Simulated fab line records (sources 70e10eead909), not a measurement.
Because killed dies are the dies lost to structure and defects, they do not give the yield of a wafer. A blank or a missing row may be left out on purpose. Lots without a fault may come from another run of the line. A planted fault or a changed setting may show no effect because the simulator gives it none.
Chamber matching    flow nandHarc    4 sister chambers for NHARC_P_M1_ETCH_28 on rieDiel-09
The step etches the open film in CF4/N2, target depth 30 nm, time 72.99 s. 4 wafers are shown with their chamber, then 9 later ones without.

## EACH WAFER AND ITS CHAMBER
wafer   chamber  showerheadPlenumPTorr (Torr)
L786.2  3        2.44
L786.5  0        2.65
L787.4  2        2.77
L787.5  1        2.49

## WAFERS WITHOUT THEIR CHAMBER
wafer   showerheadPlenumPTorr (Torr)
L790.1  2.77
L790.2  2.49
L790.4  2.65
L793.4  2.77
L793.5  2.77
L793.6  2.44
L796.1  2.44
L796.3  2.64
L796.5  2.49

## EACH ONE'S CHAMBER
wafer   from the rows above  in truth
L790.1  2                    2
L790.2  1                    1
L790.4  0                    0
L793.4  2                    2
L793.5  2                    2
L793.6  3                    3
L796.1  3                    3
L796.3  0                    0
L796.5  1                    1
Correctly placed: 9 of 9. Can't be placed from these rows: 0. Placed wrongly: 0.
How it was worked out, from the rows above alone: a wafer's distance from a chamber is the root of the sum, over the readings, of the square of ((its reading less the chamber's mean) divided by the reading's scatter). If the next closest chamber is less than 2 further off than the closest, the wafer can't be placed; otherwise it belongs to the closest. Each chamber's mean is taken over the wafers shown for it. The scatter: with one shown wafer a chamber, the root of the mean of the squares of how far each hidden wafer lies from its nearest shown one.
